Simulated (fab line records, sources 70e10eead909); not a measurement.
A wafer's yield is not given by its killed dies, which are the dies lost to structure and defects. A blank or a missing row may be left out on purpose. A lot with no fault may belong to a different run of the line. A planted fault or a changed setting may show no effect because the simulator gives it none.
Chamber matching / flow nandHarc / pecvd-03 running NHARC_P_M2_PRE_CLEAN_32: 3 sister chambers
The step time 12 s. 3 wafers are shown with their chamber, then 8 later ones without.

EACH WAFER AND ITS CHAMBER
wafer=L087.3; chamber=1; heaterPowerW (W)=669
wafer=L087.4; chamber=2; heaterPowerW (W)=510
wafer=L089.2; chamber=0; heaterPowerW (W)=714

WAFERS WITHOUT THEIR CHAMBER
wafer=L089.3; heaterPowerW (W)=683
wafer=L089.6; heaterPowerW (W)=686
wafer=L090.3; heaterPowerW (W)=684
wafer=L090.5; heaterPowerW (W)=665
wafer=L090.6; heaterPowerW (W)=687
wafer=L096.1; heaterPowerW (W)=734
wafer=L096.4; heaterPowerW (W)=655
wafer=L096.5; heaterPowerW (W)=506

EACH ONE'S CHAMBER
wafer=L089.3; from the rows above=can't be placed: 1 or 0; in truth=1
wafer=L089.6; from the rows above=can't be placed: 1 or 0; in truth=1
wafer=L090.3; from the rows above=can't be placed: 1 or 0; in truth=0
wafer=L090.5; from the rows above=1; in truth=1
wafer=L090.6; from the rows above=can't be placed: 1 or 0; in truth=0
wafer=L096.1; from the rows above=0; in truth=0
wafer=L096.4; from the rows above=1; in truth=1
wafer=L096.5; from the rows above=2; in truth=2
Correctly placed: 4 of 8. These rows do not allow placing 4 (true chamber among the candidates in 4). 0 placed wrongly.
How it was worked out, from the rows above alone: a wafer's distance from a chamber is the root of the sum, over the readings, of the square of ((its reading less the chamber's mean) divided by the reading's scatter). If the next closest chamber is less than 2 further off than the closest, the wafer can't be placed; otherwise it belongs to the closest. A chamber's mean is the mean of its shown wafers. The scatter: root of mean squared gap, hidden wafer to nearest shown wafer, with one shown wafer a chamber.
